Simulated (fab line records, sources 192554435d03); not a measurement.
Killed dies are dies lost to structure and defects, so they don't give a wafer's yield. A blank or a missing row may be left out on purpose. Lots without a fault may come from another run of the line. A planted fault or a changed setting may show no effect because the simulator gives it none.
Split-lot experiment | flow n5_finfet | 7 lots, 39 wafers read, on a route of 1938 steps

THE SPLIT
At N5_FIN_CUT_ETCH_21 (etches SOC in N2/H2, target depth 219 nm, overetch 43.8 nm, time 523.5 s), the setting bias_w was moved away from the recipe's 61 W on 12 of the 39 wafers read, by +7.5% to +11.2%. The other wafers ran this setting at the recipe's value.

The reading is taken at the split's own step.

THE READING
rf_vpp_V, in V, at N5_FIN_CUT_ETCH_21 (etches SOC in N2/H2, target depth 219 nm, overetch 43.8 nm, time 523.5 s). Fault-free wafers of this fab line usually give 240.7 V, standard deviation 1.4 V.

wafer  | tool, chamber at the split | bias_w as run, W | against the recipe | rf_vpp_V, V | against lot-mates on the recipe
L076.1 | rie_diel-01, 2             | 61               | recipe             | 240.2       | -
L076.2 | rie_diel-01, 1             | 61               | recipe             | 240.0       | -
L076.3 | rie_diel-01, 3             | 61               | recipe             | 242.1       | -
L076.4 | rie_diel-01, 0             | 61               | recipe             | 240.4       | -
L076.5 | rie_diel-01, 0             | 61               | recipe             | 242.3       | -
L076.6 | rie_diel-01, 3             | 61               | recipe             | 240.1       | -
L077.1 | rie_diel-05, 3             | 61               | recipe             | 241.3       | -
L077.2 | rie_diel-05, 0             | 65.58            | +7.5%              | 254.3       | +13.2
L077.3 | rie_diel-05, 2             | 61               | recipe             | 240.8       | -
L077.4 | rie_diel-05, 1             | 65.58            | +7.5%              | 252.0       | +10.9
L077.5 | rie_diel-05, 2             | 61               | recipe             | 241.3       | -
L077.6 | rie_diel-05, 3             | 65.58            | +7.5%              | 252.9       | +11.8
L081.1 | rie_diel-04, 2             | 61               | recipe             | 237.9       | -
L081.2 | rie_diel-04, 1             | 61               | recipe             | 243.0       | -
L081.6 | rie_diel-04, 0             | 61               | recipe             | 239.7       | -
L082.1 | rie_diel-05, 0             | 61               | recipe             | 242.2       | -
L082.2 | rie_diel-05, 2             | 66.24            | +8.6%              | 254.4       | +13.1
L082.3 | rie_diel-05, 3             | 61               | recipe             | 241.7       | -
L082.4 | rie_diel-05, 1             | 61               | recipe             | 240.0       | -
L082.5 | rie_diel-05, 3             | 66.24            | +8.6%              | 254.3       | +13.0
L082.6 | rie_diel-05, 0             | 66.24            | +8.6%              | 255.3       | +14.0
L094.1 | rie_diel-04, 3             | 61               | recipe             | 240.1       | -
L094.2 | rie_diel-04, 1             | 67.84            | +11.2%             | 259.7       | +18.3
L094.3 | rie_diel-04, 0             | 61               | recipe             | 241.7       | -
L094.4 | rie_diel-04, 2             | 61               | recipe             | 242.4       | -
L094.5 | rie_diel-04, 2             | 67.84            | +11.2%             | 260.4       | +19.0
L094.6 | rie_diel-04, 3             | 67.84            | +11.2%             | 254.3       | +12.9
L096.1 | rie_diel-05, 3             | 61               | recipe             | 242.2       | -
L096.2 | rie_diel-05, 1             | 61               | recipe             | 239.4       | -
L096.3 | rie_diel-05, 0             | 61               | recipe             | 241.5       | -
L096.4 | rie_diel-05, 2             | 61               | recipe             | 240.1       | -
L096.5 | rie_diel-05, 1             | 61               | recipe             | 240.0       | -
L096.6 | rie_diel-05, 0             | 61               | recipe             | 242.3       | -
L097.1 | rie_diel-05, 1             | 61               | recipe             | 239.7       | -
L097.2 | rie_diel-05, 0             | 61               | recipe             | 241.4       | -
L097.3 | rie_diel-05, 3             | 61               | recipe             | 240.5       | -
L097.4 | rie_diel-05, 2             | 65.84            | +7.9%              | 251.9       | +11.4
L097.5 | rie_diel-05, 2             | 65.84            | +7.9%              | 253.2       | +12.7
L097.6 | rie_diel-05, 3             | 65.84            | +7.9%              | 253.7       | +13.2

THE FIT
A straight line over all 39 wafers: rf_vpp_V changes by +1.56 V for each +1% of bias_w; r = +0.98; the points scatter about the line by 1.3 V.
The same after taking each lot's own level away (the mean of its wafers on the recipe; 39 wafers): +1.54 V for each +1%; r = +0.98; scatter 1.3 V.
On that fit, the largest move of bias_w shifts the reading by 17 V.
The lots' own levels span 240.20 to 241.40 V, that is 0.9 times the standard deviation above.
So the lot-to-lot level changes the slope little: the two slopes agree.
Check: with one of the wafers moved furthest among these (+11.2%) left out of the fit, the line predicts +17.1 V for it against its lot-mates. It came out at +18.3 V against them.
Tool readings at the split's step, against how far the setting was moved: rf_vpp_V r = +0.98.

THE FILE'S OWN FIT
rf_vpp_V changes by +1.54 V for each +1% of bias_w, r = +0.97.
